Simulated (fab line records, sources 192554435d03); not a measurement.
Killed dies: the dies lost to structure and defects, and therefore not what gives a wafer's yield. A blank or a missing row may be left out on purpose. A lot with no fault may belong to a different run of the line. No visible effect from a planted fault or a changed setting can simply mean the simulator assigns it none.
Matching of chambers ; flow n5Finfet ; 4 sister chambers for N5_BEOL_M2_ETCH_63 on rieDiel-03
The step etches SiARC in CF4, target depth 15.6 nm, time 26 s. 4 wafers are shown with their chamber, then 7 later ones without.

WAFERS, EACH WITH ITS CHAMBER
wafer;chamber;showerheadPlenumPTorr (Torr)
L088.2;2;2.05
L088.3;3;2.25
L089.1;1;2.26
L089.3;0;2.06

WAFERS WITH NO CHAMBER GIVEN
wafer;showerheadPlenumPTorr (Torr)
L089.4;2.05
L093.2;2.24
L093.3;2.26
L093.5;2.26
L097.1;2.06
L097.3;2.26
L097.5;2.05

EACH ONE'S CHAMBER
wafer;from the rows above;in truth
L089.4;2;2
L093.2;3;3
L093.3;1;1
L093.5;1;1
L097.1;0;0
L097.3;1;1
L097.5;2;2
Correctly placed: 7 of 7. Not placeable from these rows: 0. Number placed wrongly: 0.
How it was worked out, from the rows above alone: a wafer's distance from a chamber is the root of the sum, over the readings, of the square of ((its reading less the chamber's mean) divided by the reading's scatter). If the next closest chamber is less than 2 further off than the closest, the wafer can't be placed; otherwise it belongs to the closest. The mean given for a chamber averages the wafers shown for that chamber. The scatter: root of mean squared gap, hidden wafer to nearest shown wafer, with one shown wafer a chamber.
